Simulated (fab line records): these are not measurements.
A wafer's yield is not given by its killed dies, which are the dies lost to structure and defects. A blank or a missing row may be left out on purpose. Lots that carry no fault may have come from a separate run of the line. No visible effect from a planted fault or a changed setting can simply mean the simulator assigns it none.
Tool commonality check ; flow nandHarc ; Sample size 2 lots and 6 wafers

== THE REASON FOR OPENING IT ==
On 2 of the 2 lots, a flag is raised at NHARC_END_SORT_01 on the reading killedDies. No-fault wafers: 61, standard deviation 16.
Rule: a lot gets a flag if all its wafers with a number sit over 4 standard deviations from that mean, or if no wafer of it has a number. As for the other lots, they are considered sound.

lot;measured;on;killedDies, wafer by wafer;flag
L896;day 31 17:58;prober-02;137 138 164;FLAGGED
L897;day 31 19:13;prober-01;167 170 172;FLAGGED
The mean of the flagged lots' numbers is 158, +97 from the usual (+6 standard deviations).

== WHICH TOOL RAN EACH LOT ==
Before the reading, the record contains 4 process steps out of a 1302-step route. Cell contents, in order: the tool; ch with the chambers the sampled wafers went through; the start.
lot;flag;NHARC_A_WL_FILL_CVD_23;NHARC_A_BONDPAD_DEP_00;NHARC_A_BONDPAD_CMP_29;NHARC_THIN_TSV_ETCHBACK_48
L896;FLAGGED;lpcvdPoly-02 ch 0, day 28 06:41;pecvd-03 ch 0,1, day 30 11:08;cmp-02 ch 2,3, day 30 11:30;rieDiel-02 ch 0,2, day 31 05:10
L897;FLAGGED;lpcvdPoly-02 ch 0, day 28 06:41;pecvd-03 ch 0,1,2, day 30 09:13;cmp-02 ch 0,1,2, day 30 09:41;rieDiel-09 ch 0,1,3, day 31 03:57
These steps, and what they do:
- NHARC_A_WL_FILL_CVD_23: deposits poly-Si, target thk 40 nm, time 800 s.
- NHARC_A_BONDPAD_DEP_00: deposits SiCN, target thk 250 nm.
- NHARC_A_BONDPAD_CMP_29: polishes SiCN, target thk 200 nm.
- NHARC_THIN_TSV_ETCHBACK_48: etches the open film in C4F8/Ar, target depth 1028.5 nm, time 405.17 s.
- NHARC_END_SORT_01

== FLAGGED OVER TOTAL, TOOL BY TOOL (the gauges that took the reading come last) ==
step;tool;lots run;flagged;share of the flagged lots;sound lots run after its first flagged lot
NHARC_A_WL_FILL_CVD_23;lpcvdPoly-02;2;2;all;0
NHARC_A_BONDPAD_DEP_00;pecvd-03;2;2;all;0
NHARC_A_BONDPAD_CMP_29;cmp-02;2;2;all;0
NHARC_THIN_TSV_ETCHBACK_48;rieDiel-02;1;1;some;0
NHARC_THIN_TSV_ETCHBACK_48;rieDiel-09;1;1;some;0
NHARC_END_SORT_01;prober-01;1;1;some;0
NHARC_END_SORT_01;prober-02;1;1;some;0

== WHAT IS ALLOWED BY THE TABLE ==
lpcvdPoly-02 at NHARC_A_WL_FILL_CVD_23, pecvd-03 at NHARC_A_BONDPAD_DEP_00 and cmp-02 at NHARC_A_BONDPAD_CMP_29: these 3 rows of the table ran every flagged lot.
- lpcvdPoly-02 at NHARC_A_WL_FILL_CVD_23: 2 of its 2 lots flagged. Because this sample shows no sound lot run on it before its first flagged lot, the start cannot be pinned down more closely.
- pecvd-03 at NHARC_A_BONDPAD_DEP_00: 2 of its 2 lots flagged. Because this sample shows no sound lot run on it before its first flagged lot, the start cannot be pinned down more closely.
- cmp-02 at NHARC_A_BONDPAD_CMP_29: 2 of its 2 lots flagged. Because this sample shows no sound lot run on it before its first flagged lot, the start cannot be pinned down more closely.
Counting lots can't tell these 3 tools apart, because each fits a fault that began at some hour. More lots, or a look at what each step does to the wafer, might.

== WHAT WAS PUT IN BY THE SIMULATOR ==
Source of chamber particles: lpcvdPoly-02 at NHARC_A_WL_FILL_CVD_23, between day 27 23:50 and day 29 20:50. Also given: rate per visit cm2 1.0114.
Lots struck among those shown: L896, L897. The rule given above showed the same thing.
